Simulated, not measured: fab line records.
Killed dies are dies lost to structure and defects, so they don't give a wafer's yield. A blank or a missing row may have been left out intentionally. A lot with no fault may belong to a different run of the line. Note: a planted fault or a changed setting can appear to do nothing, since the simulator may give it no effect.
A sampling plan put to the test    flow nand-harc    each of the 26 faults these records tell of, on one fab line, judged from the records of the lots it struck
The plan consists of the line's own looks: route steps at which the wafer is read by a gauge or an inspection but not changed. A look is open to judgement when struck wafers have a number at it and the file gives its usual mean and standard deviation on fault-free wafers. Caught: at a look after the fault's first step, the mean of the struck wafers lies 4 or more of those standard deviations (sigma) from the usual mean. On the tool: here the same test is run on the tool's own readings at the fault's steps. Also counted as caught: the struck wafers showing another recipe, or a record that is empty for them alone.

== THE FAULTS, as the simulator had put them in ==
1. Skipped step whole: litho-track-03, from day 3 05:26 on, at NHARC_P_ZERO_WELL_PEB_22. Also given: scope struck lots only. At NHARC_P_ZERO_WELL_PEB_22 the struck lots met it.
2. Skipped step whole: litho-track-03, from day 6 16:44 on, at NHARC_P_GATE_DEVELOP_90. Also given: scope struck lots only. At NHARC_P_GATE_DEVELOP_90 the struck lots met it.
3. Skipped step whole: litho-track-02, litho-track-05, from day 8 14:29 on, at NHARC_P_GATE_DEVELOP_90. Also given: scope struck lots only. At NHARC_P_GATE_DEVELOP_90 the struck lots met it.
4. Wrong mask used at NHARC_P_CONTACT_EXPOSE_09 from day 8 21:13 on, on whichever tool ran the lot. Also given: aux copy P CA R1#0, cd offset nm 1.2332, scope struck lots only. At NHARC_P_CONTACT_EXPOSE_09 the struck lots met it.
5. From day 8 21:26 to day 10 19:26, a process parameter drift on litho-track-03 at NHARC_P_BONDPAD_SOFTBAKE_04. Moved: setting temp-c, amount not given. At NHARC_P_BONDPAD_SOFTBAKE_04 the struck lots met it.
6. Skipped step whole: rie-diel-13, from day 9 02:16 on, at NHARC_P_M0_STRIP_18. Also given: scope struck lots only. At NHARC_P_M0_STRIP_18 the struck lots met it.
7. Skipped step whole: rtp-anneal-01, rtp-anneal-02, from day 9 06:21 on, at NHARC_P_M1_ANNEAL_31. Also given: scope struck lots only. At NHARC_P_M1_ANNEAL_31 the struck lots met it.
8. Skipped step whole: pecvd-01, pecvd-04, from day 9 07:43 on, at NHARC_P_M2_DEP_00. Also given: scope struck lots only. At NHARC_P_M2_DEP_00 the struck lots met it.
9. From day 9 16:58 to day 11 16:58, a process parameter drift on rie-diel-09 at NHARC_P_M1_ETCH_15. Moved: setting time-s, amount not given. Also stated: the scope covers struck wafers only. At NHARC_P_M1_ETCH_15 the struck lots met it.
10. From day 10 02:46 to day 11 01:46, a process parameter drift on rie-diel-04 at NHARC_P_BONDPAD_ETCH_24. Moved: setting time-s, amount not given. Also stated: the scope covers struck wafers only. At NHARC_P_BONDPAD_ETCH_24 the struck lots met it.
11. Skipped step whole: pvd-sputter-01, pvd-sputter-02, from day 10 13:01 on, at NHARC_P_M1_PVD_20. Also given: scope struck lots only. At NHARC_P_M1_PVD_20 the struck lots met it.
12. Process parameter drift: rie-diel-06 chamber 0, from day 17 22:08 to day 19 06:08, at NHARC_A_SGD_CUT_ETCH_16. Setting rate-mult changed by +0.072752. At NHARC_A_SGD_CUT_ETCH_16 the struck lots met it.
13. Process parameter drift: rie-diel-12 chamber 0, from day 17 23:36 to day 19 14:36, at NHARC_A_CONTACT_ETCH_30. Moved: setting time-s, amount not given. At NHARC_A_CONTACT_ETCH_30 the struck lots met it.
14. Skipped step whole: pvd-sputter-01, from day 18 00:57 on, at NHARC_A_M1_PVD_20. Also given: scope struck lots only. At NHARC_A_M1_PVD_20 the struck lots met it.
15. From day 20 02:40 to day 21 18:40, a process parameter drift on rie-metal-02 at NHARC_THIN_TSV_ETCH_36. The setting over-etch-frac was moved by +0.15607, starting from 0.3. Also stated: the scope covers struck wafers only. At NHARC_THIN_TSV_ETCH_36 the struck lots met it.
16. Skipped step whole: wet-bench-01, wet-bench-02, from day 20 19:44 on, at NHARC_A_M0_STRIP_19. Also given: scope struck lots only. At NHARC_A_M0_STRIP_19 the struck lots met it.
17. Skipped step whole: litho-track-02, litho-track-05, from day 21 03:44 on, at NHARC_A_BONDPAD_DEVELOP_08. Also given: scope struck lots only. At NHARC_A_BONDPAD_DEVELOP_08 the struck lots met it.
18. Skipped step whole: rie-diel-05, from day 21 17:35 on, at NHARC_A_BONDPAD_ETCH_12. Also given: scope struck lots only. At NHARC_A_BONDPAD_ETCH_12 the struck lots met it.
19. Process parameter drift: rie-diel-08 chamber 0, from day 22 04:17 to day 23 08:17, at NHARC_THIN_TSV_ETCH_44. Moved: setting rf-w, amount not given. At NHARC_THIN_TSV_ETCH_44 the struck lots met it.
20. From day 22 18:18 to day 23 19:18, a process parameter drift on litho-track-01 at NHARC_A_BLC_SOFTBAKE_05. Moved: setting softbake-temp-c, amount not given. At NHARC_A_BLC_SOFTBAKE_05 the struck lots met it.
21. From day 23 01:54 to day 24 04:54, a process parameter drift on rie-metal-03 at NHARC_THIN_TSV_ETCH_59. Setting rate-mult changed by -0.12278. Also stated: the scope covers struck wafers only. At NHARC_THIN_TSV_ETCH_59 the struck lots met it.
22. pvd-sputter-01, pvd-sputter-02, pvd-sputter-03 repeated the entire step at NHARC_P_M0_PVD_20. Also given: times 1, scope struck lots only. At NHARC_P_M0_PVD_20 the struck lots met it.
23. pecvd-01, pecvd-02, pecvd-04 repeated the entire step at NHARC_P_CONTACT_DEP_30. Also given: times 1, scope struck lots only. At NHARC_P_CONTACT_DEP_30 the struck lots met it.
24. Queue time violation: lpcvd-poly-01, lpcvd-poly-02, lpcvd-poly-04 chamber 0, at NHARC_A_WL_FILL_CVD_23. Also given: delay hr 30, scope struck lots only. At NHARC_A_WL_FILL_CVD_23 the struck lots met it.
25. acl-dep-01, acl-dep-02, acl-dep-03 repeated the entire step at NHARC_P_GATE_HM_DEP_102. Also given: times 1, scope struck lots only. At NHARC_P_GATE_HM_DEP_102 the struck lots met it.
26. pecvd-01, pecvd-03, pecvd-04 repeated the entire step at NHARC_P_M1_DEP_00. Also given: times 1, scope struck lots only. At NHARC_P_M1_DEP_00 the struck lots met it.

== WHAT THE PLAN SAW ==
fault  on the tool itself                                first look that catches it                       reading, sigma                                              median hours from its first step to that look  hours from the fault's start to the first struck lot there  judged looks passed uncaught
1      the tool's record is blank for the struck wafers  no look after it can be judged                   -                                                           -                                              -                                                           0
2      the tool's record is blank for the struck wafers  no look after it can be judged                   -                                                           -                                              -                                                           0
3      the tool's record is blank for the struck wafers  no look after it can be judged                   -                                                           -                                              -                                                           0
4      no reading that can be judged                     not the one look that can be judged after it     -                                                           -                                              -                                                           1
5      plate-temp-C +26 sigma                            none of the 2 looks that can be judged after it  -                                                           -                                              -                                                           2
6      the tool's record is blank for the struck wafers  no look after it can be judged                   -                                                           -                                              -                                                           0
7      the tool's record is blank for the struck wafers  not the one look that can be judged after it     -                                                           -                                              -                                                           1
8      the tool's record is blank for the struck wafers  no look after it can be judged                   -                                                           -                                              -                                                           0
9      run-length-s -17 sigma                            no look after it can be judged                   -                                                           -                                              -                                                           0
10     run-length-s +6.1 sigma                           not the one look that can be judged after it     -                                                           -                                              -                                                           1
11     the tool's record is blank for the struck wafers  no look after it can be judged                   -                                                           -                                              -                                                           0
12     only faintly: oes-product-au +2.8 sigma           no look after it can be judged                   -                                                           -                                              -                                                           0
13     run-length-s -12 sigma                            no look after it can be judged                   -                                                           -                                              -                                                           0
14     the tool's record is blank for the struck wafers  no look after it can be judged                   -                                                           -                                              -                                                           0
15     under 2 sigma                                     not the one look that can be judged after it     strongest: defect-limited-yield at NHARC_END_SORT_01, +2.2  -                                              -                                                           1
16     the tool's record is blank for the struck wafers  not the one look that can be judged after it     -                                                           -                                              -                                                           1
17     the tool's record is blank for the struck wafers  no look after it can be judged                   -                                                           -                                              -                                                           0
18     the tool's record is blank for the struck wafers  no look after it can be judged                   -                                                           -                                              -                                                           0
19     rf-fwd-power-W -99 or beyond sigma                no look after it can be judged                   -                                                           -                                              -                                                           0
20     heater-power-total-W -67 sigma                    not the one look that can be judged after it     -                                                           -                                              -                                                           1
21     oes-product-au -7.6 sigma                         no look after it can be judged                   -                                                           -                                              -                                                           0
22     under 2 sigma                                     none of the 2 looks that can be judged after it  -                                                           -                                              -                                                           2
23     under 2 sigma                                     no look after it can be judged                   -                                                           -                                              -                                                           0
24     no reading that can be judged                     not the one look that can be judged after it     -                                                           -                                              -                                                           1
25     under 2 sigma                                     not the one look that can be judged after it     -                                                           -                                              -                                                           1
26     under 2 sigma                                     no look after it can be judged                   -                                                           -                                              -                                                           0
Dash: fault not caught, or number not given in these records.

Caught at a look: 0 of 26. Caught on the tool: 18 of 26. By one or the other: 18 of 26.
Faults caught by the tool alone: 1, 2, 3, 5, 6, 7, 8, 9, 10, 11, 13, 14, 16, 17, 18, 19, 20, 21.
Caught by neither: faults 4, 12, 15, 22, 23, 24, 25, 26.
